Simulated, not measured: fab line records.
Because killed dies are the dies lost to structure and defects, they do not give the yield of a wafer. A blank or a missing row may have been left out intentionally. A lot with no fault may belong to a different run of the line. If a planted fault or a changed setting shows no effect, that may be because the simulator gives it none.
Which tool did it? :: flow nand harc :: 13 lots, 39 wafers sampled, at 6 steps of a route of 1302

== WHAT EACH GAUGE READ, for each wafer ==
NHARC_A_M1_OVL_MEAS_10: pitch 240 nm.
lot: L574
measured: day 23 20:35
on: overlay-01
overlay x nm (nm): 0.9 0.1 0.2
overlay y nm (nm): 2.0 1.2 1.5

lot: L575
measured: day 23 22:39
on: overlay-01
overlay x nm (nm): 0.0 0.4 0.3
overlay y nm (nm): -1.8 -1.5 -1.4

lot: L577
measured: day 24 01:29
on: overlay-02
overlay x nm (nm): -0.2 -0.6 -0.6
overlay y nm (nm): 0.3 1.0 0.4

lot: L576
measured: day 24 03:19
on: overlay-02
overlay x nm (nm): -0.4 -0.5 0.0
overlay y nm (nm): -1.3 -1.6 -2.1

lot: L579
measured: day 25 03:31
on: overlay-02
overlay x nm (nm): -0.4 -0.1 -0.1
overlay y nm (nm): -1.4 -1.2 -1.0

lot: L578
measured: day 25 04:37
on: overlay-02
overlay x nm (nm): 0.1 1.0 0.9
overlay y nm (nm): 0.1 -0.5 -0.3

lot: L580
measured: day 25 22:47
on: overlay-02
overlay x nm (nm): -0.3 -0.3 -0.6
overlay y nm (nm): -0.9 -0.4 -0.7

lot: L583
measured: day 26 12:30
on: overlay-02
overlay x nm (nm): 0.7 0.5 1.0
overlay y nm (nm): 0.2 -0.7 -0.4

lot: L582
measured: day 26 18:08
on: overlay-01
overlay x nm (nm): 0.6 0.0 0.4
overlay y nm (nm): -0.1 -0.5 -0.1

lot: L584
measured: day 27 14:37
on: overlay-01
overlay x nm (nm): 0.9 0.6 0.9
overlay y nm (nm): -0.9 -0.4 -0.7

lot: L593
measured: day 30 19:20
on: overlay-02
overlay x nm (nm): 0.2 0.0 0.3
overlay y nm (nm): 0.3 0.2 0.1

lot: L594
measured: day 32 22:17
on: overlay-01
overlay x nm (nm): -0.6 -0.8 -0.3
overlay y nm (nm): 0.7 0.8 0.6

lot: L596
measured: day 33 01:32
on: overlay-02
overlay x nm (nm): -0.3 -0.3 0.0
overlay y nm (nm): -0.7 -0.5 -0.7

NHARC_A_BONDPAD_THK_MEAS_30: measures by ellipsometry.
lot: L574
measured: day 24 00:37
on: film metro-02
thk nm (nm): 202.1 202.4 200.3

lot: L575
measured: day 24 02:53
on: film metro-01
thk nm (nm): 200.6 201.3 200.7

lot: L577
measured: day 24 05:44
on: film metro-02
thk nm (nm): 201.5 197.8 201.4

lot: L576
measured: day 24 07:43
on: film metro-02
thk nm (nm): 201.5 200.7 200.1

lot: L579
measured: day 25 07:37
on: film metro-01
thk nm (nm): 199.4 198.6 200.0

lot: L578
measured: day 25 08:47
on: film metro-02
thk nm (nm): 199.4 197.8 198.7

lot: L580
measured: day 26 02:49
on: film metro-02
thk nm (nm): 200.1 199.8 200.1

lot: L583
measured: day 26 16:35
on: film metro-02
thk nm (nm): 200.8 200.8 200.9

lot: L582
measured: day 26 22:10
on: film metro-02
thk nm (nm): 196.5 197.1 198.1

lot: L584
measured: day 27 18:39
on: film metro-01
thk nm (nm): 199.5 200.7 201.9

lot: L593
measured: day 30 23:22
on: film metro-02
thk nm (nm): 199.5 172.4 199.1

lot: L594
measured: day 33 02:26
on: film metro-02
thk nm (nm): 201.0 201.0 197.7

lot: L596
measured: day 33 05:34
on: film metro-01
thk nm (nm): 198.0 197.7 198.5

NHARC_A_BONDPAD_OVL_MEAS_35.
lot: L574
measured: day 24 01:17
on: overlay-02
overlay x nm (nm): 2 2 2
overlay y nm (nm): 8 7 8

lot: L575
measured: day 24 03:25
on: overlay-01
overlay x nm (nm): 3 3 2
overlay y nm (nm): -5 -5 -4

lot: L577
measured: day 24 06:25
on: overlay-02
overlay x nm (nm): 2 2 2
overlay y nm (nm): 6 6 6

lot: L576
measured: day 24 08:24
on: overlay-02
overlay x nm (nm): -5 -5 -5
overlay y nm (nm): -3 -2 -2

lot: L579
measured: day 25 08:16
on: overlay-01
overlay x nm (nm): -1 0 -1
overlay y nm (nm): 3 3 3

lot: L578
measured: day 25 09:26
on: overlay-01
overlay x nm (nm): -6 -6 -6
overlay y nm (nm): 8 8 8

lot: L580
measured: day 26 03:20
on: overlay-02
overlay x nm (nm): 11 11 11
overlay y nm (nm): -7 -7 -7

lot: L583
measured: day 26 17:15
on: overlay-01
overlay x nm (nm): 2 2 2
overlay y nm (nm): -2 -1 -1

lot: L582
measured: day 26 22:43
on: overlay-02
overlay x nm (nm): 4 4 3
overlay y nm (nm): 4 3 4

lot: L584
measured: day 27 19:18
on: overlay-01
overlay x nm (nm): 12 12 12
overlay y nm (nm): 8 8 8

lot: L593
measured: day 30 23:55
on: overlay-02
overlay x nm (nm): -11 -10 -11
overlay y nm (nm): 1 0 1

lot: L594
measured: day 33 02:58
on: overlay-01
overlay x nm (nm): -9 -9 -9
overlay y nm (nm): 10 11 10

lot: L596
measured: day 33 06:05
on: overlay-01
overlay x nm (nm): -8 -8 -8
overlay y nm (nm): 2 3 3

NHARC_END_SORT_01.
lot: L574
measured: day 25 18:04
on: prober-02
defect limited yield (%): 90.0 90.3 92.5
killed at array: 48 57 43
killed at other: 7 2 3
killed at periphery: 13 7 5
killed dies: 68 66 51
killed open: 5 4 1
killed short: 1 2 1

lot: L575
measured: day 25 18:53
on: prober-01
defect limited yield (%): 93.2 93.1 91.9
killed at array: 41 40 48
killed at other: 0 0 1
killed at periphery: 5 7 6
killed dies: 46 47 55
killed open: 5 6 2
killed short: 3 2 3

lot: L577
measured: day 26 03:28
on: prober-01
defect limited yield (%): 83.8 83.6 88.2
killed at array: 106 109 73
killed at other: 2 1 0
killed at periphery: 2 1 7
killed dies: 110 111 80
killed open: 0 3 2
killed short: 3 1 1

lot: L576
measured: day 26 04:16
on: prober-02
defect limited yield (%): 90.8 90.0 91.0
killed at array: 59 66 59
killed at other: 0 0 1
killed at periphery: 3 2 1
killed dies: 62 68 61
killed open: 3 3 4
killed short: 1 6 3

lot: L579
measured: day 26 13:55
on: prober-02
defect limited yield (%): 91.4 90.4 88.8
killed at array: 56 64 76
killed at other: 1 0 0
killed at periphery: 1 1 0
killed dies: 58 65 76
killed open: 4 4 0
killed short: 3 6 5

lot: L578
measured: day 26 13:55
on: prober-01
defect limited yield (%): 90.1 86.6 90.5
killed at array: 60 88 59
killed at other: 1 1 2
killed at periphery: 6 2 3
killed dies: 67 91 64
killed open: 3 4 1
killed short: 0 2 1

lot: L580
measured: day 27 10:08
on: prober-02
defect limited yield (%): 94.8 93.2 94.4
killed at array: 34 43 36
killed at other: 1 2 1
killed at periphery: 0 1 1
killed dies: 35 46 38
killed open: 4 5 5
killed short: 3 7 2

lot: L583
measured: day 28 00:00
on: prober-01
defect limited yield (%): 84.0 87.4 85.4
killed at array: 95 81 84
killed at other: 0 0 0
killed at periphery: 13 4 15
killed dies: 108 85 99
killed open: 2 5 4
killed short: 0 3 3

lot: L582
measured: day 28 09:01
on: prober-02
defect limited yield (%): 94.7 95.3 94.8
killed at array: 33 28 32
killed at other: 3 3 1
killed at periphery: 0 1 2
killed dies: 36 32 35
killed open: 2 4 3
killed short: 4 2 3

lot: L584
measured: day 29 02:30
on: prober-01
defect limited yield (%): 88.5 87.6 88.2
killed at array: 76 79 73
killed at other: 0 1 3
killed at periphery: 2 4 4
killed dies: 78 84 80
killed open: 5 2 4
killed short: 5 0 1

lot: L593
measured: day 32 23:26
on: prober-02
defect limited yield (%): 85.7 88.6 90.0
killed at array: 94 76 65
killed at other: 2 0 0
killed at periphery: 1 1 3
killed dies: 97 77 68
killed open: 3 0 3
killed short: 3 3 3

lot: L594
measured: day 34 12:37
on: prober-01
defect limited yield (%): 92.6 95.1 92.8
killed at array: 45 31 40
killed at other: 0 0 0
killed at periphery: 5 2 9
killed dies: 50 33 49
killed open: 4 3 7
killed short: 2 1 2

lot: L596
measured: day 34 13:17
on: prober-02
defect limited yield (%): 95.9 93.5 92.9
killed at array: 26 40 45
killed at other: 2 1 1
killed at periphery: 0 3 2
killed dies: 28 44 48
killed open: 4 1 1
killed short: 4 4 1

== TOOL THAT RAN EACH LOT (tool first, then ch and the chambers of the sampled wafers, then the start) ==
lot: L574
NHARC_A_M1_DEGAS_29: pvd sputter-02, day 23 21:42
NHARC_A_BONDPAD_DEP_00: pecvd-01 ch 0,1, day 24 00:01

lot: L575
NHARC_A_M1_DEGAS_29: pvd sputter-02, day 23 23:47
NHARC_A_BONDPAD_DEP_00: pecvd-04 ch 0,2, day 24 02:16

lot: L577
NHARC_A_M1_DEGAS_29: pvd sputter-01, day 24 02:37
NHARC_A_BONDPAD_DEP_00: pecvd-04 ch 0,1,2, day 24 05:13

lot: L576
NHARC_A_M1_DEGAS_29: pvd sputter-01, day 24 04:26
NHARC_A_BONDPAD_DEP_00: pecvd-04 ch 0,1, day 24 07:03

lot: L579
NHARC_A_M1_DEGAS_29: pvd sputter-02, day 25 04:43
NHARC_A_BONDPAD_DEP_00: pecvd-03 ch 0,1,2, day 25 06:57

lot: L578
NHARC_A_M1_DEGAS_29: pvd sputter-01, day 25 05:51
NHARC_A_BONDPAD_DEP_00: pecvd-04 ch 0,1,2, day 25 08:07

lot: L580
NHARC_A_M1_DEGAS_29: pvd sputter-03, day 25 23:55
NHARC_A_BONDPAD_DEP_00: pecvd-04 ch 0,2, day 26 02:10

lot: L583
NHARC_A_M1_DEGAS_29: pvd sputter-03, day 26 13:41
NHARC_A_BONDPAD_DEP_00: pecvd-04 ch 0,2, day 26 15:59

lot: L582
NHARC_A_M1_DEGAS_29: pvd sputter-01, day 26 19:16
NHARC_A_BONDPAD_DEP_00: pecvd-04 ch 0,1, day 26 21:31

lot: L584
NHARC_A_M1_DEGAS_29: pvd sputter-01, day 27 15:44
NHARC_A_BONDPAD_DEP_00: pecvd-03 ch 0,2, day 27 18:05

lot: L593
NHARC_A_M1_DEGAS_29: pvd sputter-02, day 30 20:29
NHARC_A_BONDPAD_DEP_00: pecvd-04 ch 0,1,2, day 30 22:50

lot: L594
NHARC_A_M1_DEGAS_29: pvd sputter-02, day 32 23:24
NHARC_A_BONDPAD_DEP_00: pecvd-04 ch 0,1,2, day 33 01:50

lot: L596
NHARC_A_M1_DEGAS_29: pvd sputter-03, day 33 02:38
NHARC_A_BONDPAD_DEP_00: pecvd-03 ch 1,2, day 33 04:57
- NHARC_A_M1_DEGAS_29: time 60 s.
- NHARC_A_BONDPAD_DEP_00: deposits SiCN, target thk 250 nm.

== WHAT THE TOOLS THEMSELVES READ (means of the sampled wafers that have a number; where no wafer has one, the mark that the record gives instead) ==
NHARC_A_M1_DEGAS_29.
lot: L574
tool: pvd sputter-02
heater power w (W): 333

lot: L575
tool: pvd sputter-02
heater power w (W): 339

lot: L577
tool: pvd sputter-01
heater power w (W): 306

lot: L576
tool: pvd sputter-01
heater power w (W): 303

lot: L579
tool: pvd sputter-02
heater power w (W): 336

lot: L578
tool: pvd sputter-01
heater power w (W): 303

lot: L580
tool: pvd sputter-03
heater power w (W): 311

lot: L583
tool: pvd sputter-03
heater power w (W): 326

lot: L582
tool: pvd sputter-01
heater power w (W): 317

lot: L584
tool: pvd sputter-01
heater power w (W): 312

lot: L593
tool: pvd sputter-02
heater power w (W): 328

lot: L594
tool: pvd sputter-02
heater power w (W): 330

lot: L596
tool: pvd sputter-03
heater power w (W): 322

NHARC_A_BONDPAD_DEP_00.
lot: L574
tool: pecvd-01
heater power w (W): 567

lot: L575
tool: pecvd-04
heater power w (W): 570

lot: L577
tool: pecvd-04
heater power w (W): 491

lot: L576
tool: pecvd-04
heater power w (W): 500

lot: L579
tool: pecvd-03
heater power w (W): 633

lot: L578
tool: pecvd-04
heater power w (W): 534

lot: L580
tool: pecvd-04
heater power w (W): 541

lot: L583
tool: pecvd-04
heater power w (W): 566

lot: L582
tool: pecvd-04
heater power w (W): 542

lot: L584
tool: pecvd-03
heater power w (W): 615

lot: L593
tool: pecvd-04
heater power w (W): 486

lot: L594
tool: pecvd-04
heater power w (W): 501

lot: L596
tool: pecvd-03
heater power w (W): 618

== THE ANSWER, worked out from the rows above alone ==
Rule: what is usual is taken from the lots themselves. The widest of any qualifying gaps counts: lots, ordered by their means at a reading, are off when they make up no more than a third of the lots, leave a main group of 4 or more, and stand apart from it by 3 or more times the standard deviation of that group's means. If all means in a main group match to the digits the tables above print for the reading, that group is not used. Also off: a lot with no number at a reading for which 4 or more lots have one. Where the step has rows for the other lots, those lots are counted as sound. After the gauges, taken in route order, come the tools' own readings; for these a lot's mean is taken, as printed above. At the first step where some lot is off, the reading lying furthest off is the one used; lots without a number count as furthest.
Off, at NHARC_A_BONDPAD_THK_MEAS_30 on thk nm: L593. The main group has a mean of 199.8 nm with a standard deviation of 1.2.
A tool fits if, at a process step before that reading, it ran every lot that is off, and no sound lot after the first of them. Those tools and the gauges at NHARC_A_BONDPAD_THK_MEAS_30 are tried in the same way. None of those tried fits.

== WHAT THE SIMULATOR PUT IN ==
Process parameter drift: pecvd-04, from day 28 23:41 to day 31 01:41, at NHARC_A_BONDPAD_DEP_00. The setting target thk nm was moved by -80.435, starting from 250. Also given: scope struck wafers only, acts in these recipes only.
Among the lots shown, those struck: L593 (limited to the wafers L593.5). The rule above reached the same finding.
